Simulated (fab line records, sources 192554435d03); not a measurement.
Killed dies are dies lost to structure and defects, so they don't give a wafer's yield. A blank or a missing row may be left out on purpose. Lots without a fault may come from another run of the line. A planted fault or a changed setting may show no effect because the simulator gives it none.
Split-lot experiment | flow n5_finfet | 7 lots, 21 wafers read, on a route of 1938 steps

THE SPLIT
At N5_BEOL_M5_COAT_71 (time 60 s, resist thk 5 nm), the setting spin_rpm was moved away from the recipe's 1500 rpm on 8 of the 21 wafers read, by -5.7% to +5.2%. The other wafers ran this setting at the recipe's value.

The file shows no step between the split and the reading.

THE READING
etch.depth_nm (the simulator's own value, which no gauge read), in nm, at N5_BEOL_M5_ETCH_72 (etches underlayer in N2/H2, target depth 6.5 nm, time 5.2 s). The file gives no usual value for it. The 13 wafers here that ran the recipe average 4.997 nm, standard deviation 0.0081 nm.

wafer  | tool, chamber at the split | spin_rpm as run, rpm | against the recipe | etch.depth_nm, nm | against lot-mates on the recipe
L078.4 | litho_track-02, 0          | 1500                 | recipe             | 4.993             | -
L078.5 | litho_track-02, 0          | 1500                 | recipe             | 5.01              | -
L078.6 | litho_track-02, 0          | 1500                 | recipe             | 4.985             | -
L081.1 | litho_track-05, 0          | 1415                 | -5.7%              | 5.136             | no lot-mate on the recipe
L081.3 | litho_track-05, 0          | 1415                 | -5.7%              | 5.129             | no lot-mate on the recipe
L081.5 | litho_track-05, 0          | 1415                 | -5.7%              | 5.114             | no lot-mate on the recipe
L080.1 | litho_track-05, 0          | 1500                 | recipe             | 5.001             | -
L080.2 | litho_track-05, 0          | 1566                 | +4.4%              | 4.903             | -0.096
L080.6 | litho_track-05, 0          | 1500                 | recipe             | 4.997             | -
L083.1 | litho_track-05, 0          | 1500                 | recipe             | 4.99              | -
L083.2 | litho_track-05, 0          | 1500                 | recipe             | 5                 | -
L083.4 | litho_track-05, 0          | 1500                 | recipe             | 4.984             | -
L084.2 | litho_track-01, 0          | 1500                 | recipe             | 5.003             | -
L084.5 | litho_track-01, 0          | 1500                 | recipe             | 5.01              | -
L084.6 | litho_track-01, 0          | 1500                 | recipe             | 5.001             | -
L088.1 | litho_track-02, 0          | 1420                 | -5.3%              | 5.137             | +0.147
L088.3 | litho_track-02, 0          | 1500                 | recipe             | 4.99              | -
L088.4 | litho_track-02, 0          | 1420                 | -5.3%              | 5.132             | +0.142
L091.1 | litho_track-01, 0          | 1500                 | recipe             | 4.993             | -
L091.4 | litho_track-01, 0          | 1578                 | +5.2%              | 4.862             | -0.131
L091.6 | litho_track-01, 0          | 1578                 | +5.2%              | 4.862             | -0.131

THE FIT
A straight line over all 21 wafers: etch.depth_nm changes by -0.0242 nm for each +1% of spin_rpm; r = -0.99; the points scatter about the line by 0.0096 nm.
The same after taking each lot's own level away (the mean of its wafers on the recipe; 18 wafers): -0.0256 nm for each +1%; r = -0.99; scatter 0.0073 nm.
On that fit, the largest move of spin_rpm shifts the reading by 0.14 nm.
The lots' own levels span 4.9900 to 5.0047 nm, that is 1.8 times the standard deviation above.
So the lot-to-lot level changes the slope little: the two slopes agree.
Check: with one of the wafers moved furthest among these (-5.3%) left out of the fit, the line predicts +0.135 nm for it against its lot-mates. It came out at +0.147 nm against them.

OTHER SPLITS ON THESE WAFERS
These wafers also went through other splits before the reading. Each is held against what the fit with the lots' levels taken away leaves over:
other split on the same wafers | wafers away from the commonest value | r with etch.depth_nm (lot level and that fit taken away)
N5_BEOL_M2_COAT_73 spin_rpm    | 6                                    | +0.14
N5_BEOL_M3_EXPOSE_25 dose_mj   | 7                                    | +0.12
N5_BEOL_M4_COAT_05 spin_rpm    | 8                                    | +0.25
N5_BEOL_M5_ILD_DEP_00 time_s   | 7                                    | -0.41

THE FILE'S OWN FIT
etch.depth_nm changes by -0.0251 nm for each +1% of spin_rpm, r = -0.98.
